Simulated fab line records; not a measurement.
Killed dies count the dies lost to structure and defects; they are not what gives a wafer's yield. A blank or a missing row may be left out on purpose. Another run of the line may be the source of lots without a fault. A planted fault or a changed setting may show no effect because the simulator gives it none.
Struck lot and sound lot, side by side    flow nand_harc    14 out of 1159 route steps
Sound: wafers L980.2, L980.3, L980.4. The struck wafers were L990.2, L990.3, L990.5. The cause comes at the end.
Each step with rows lists, per side, the tool, then ch with its chambers, then its first start. Under that, the readings that differ: sound wafers    struck wafers    difference of the means    sigmas: that difference in standard deviations of wafers without a fault.
alike: same words and numbers on both sides, and readings whose means sit less than 2 such deviations apart. not compared: any withheld reading, any reading some wafer has no value for, any bound like >300 that may hide the same value, and any number with overlapping values for which the record gives no deviation.
The two part at a step that has a row with sigmas, a row that says differs or no value, or rows on one side only. Non-overlapping numbers with no deviation appear without sigmas and do not part them. A reading missing from all wafers of one side parts the sides only when that side holds two or more wafers.

first, 1 step without rows for these wafers: NHARC_A_STAIRCASE_SRD_474.
NHARC_A_STAIRCASE_INSPECT_155:
  sound on defect_inspect-02 at day 13 12:59; struck on defect_inspect-02 at day 16 14:21
  alike: raw_defect_count
NHARC_A_SGD_CUT_DEP_00: deposits SiNx, target thk 50 nm.
  sound on pecvd-01 ch 1,2, day 13 13:05; struck on pecvd-02 ch 1,2, day 16 14:27
  alike: heater_power_w
then, 9 steps without rows for these wafers: NHARC_A_SGD_CUT_DEHYDRATE_01 (time 120 s); NHARC_A_SGD_CUT_HMDS_02 (time 30 s); NHARC_A_SGD_CUT_COAT_56 (time 75 s); NHARC_A_SGD_CUT_COAT_57 (time 65 s); NHARC_A_SGD_CUT_COAT_03 (resist thk 90 nm); NHARC_A_SGD_CUT_SOFTBAKE_04 (time 55 s); NHARC_A_SGD_CUT_EBR_05; NHARC_A_SGD_CUT_EXPOSE_06 (exposes mask SGD); NHARC_A_SGD_CUT_PEB_07 (peb time 65 s).
NHARC_A_SGD_CUT_DEVELOP_08: develop time 35 s.
  struck on litho_track-01, day 16 15:00; sound on litho_track-01 ch 0, day 13 13:00
  no value came back on the struck wafers for chill_plate_temp_C (C), develop_time_s (s), developer_temp_C (C), exhaust_pa (Pa); on the sound wafers chill_plate_temp_C (C) reads 23.05 22.99 22.99
NHARC_A_SGD_CUT_CD_MEAS_09 targets a cd of 100 nm.
  sound on cd_sem-02 ch 0, day 13 13:41; struck on cd_sem-01 ch 0, day 16 15:08
reading     sound              struck  difference                     sigmas
cd_nm (nm)  100.8 100.9 100.7  - - -   no value on the struck wafers  

== WHERE THEY PART ==
First at NHARC_A_SGD_CUT_DEVELOP_08; last, within this record, at NHARC_A_SGD_CUT_CD_MEAS_09.

WHY: the cause the simulator had injected
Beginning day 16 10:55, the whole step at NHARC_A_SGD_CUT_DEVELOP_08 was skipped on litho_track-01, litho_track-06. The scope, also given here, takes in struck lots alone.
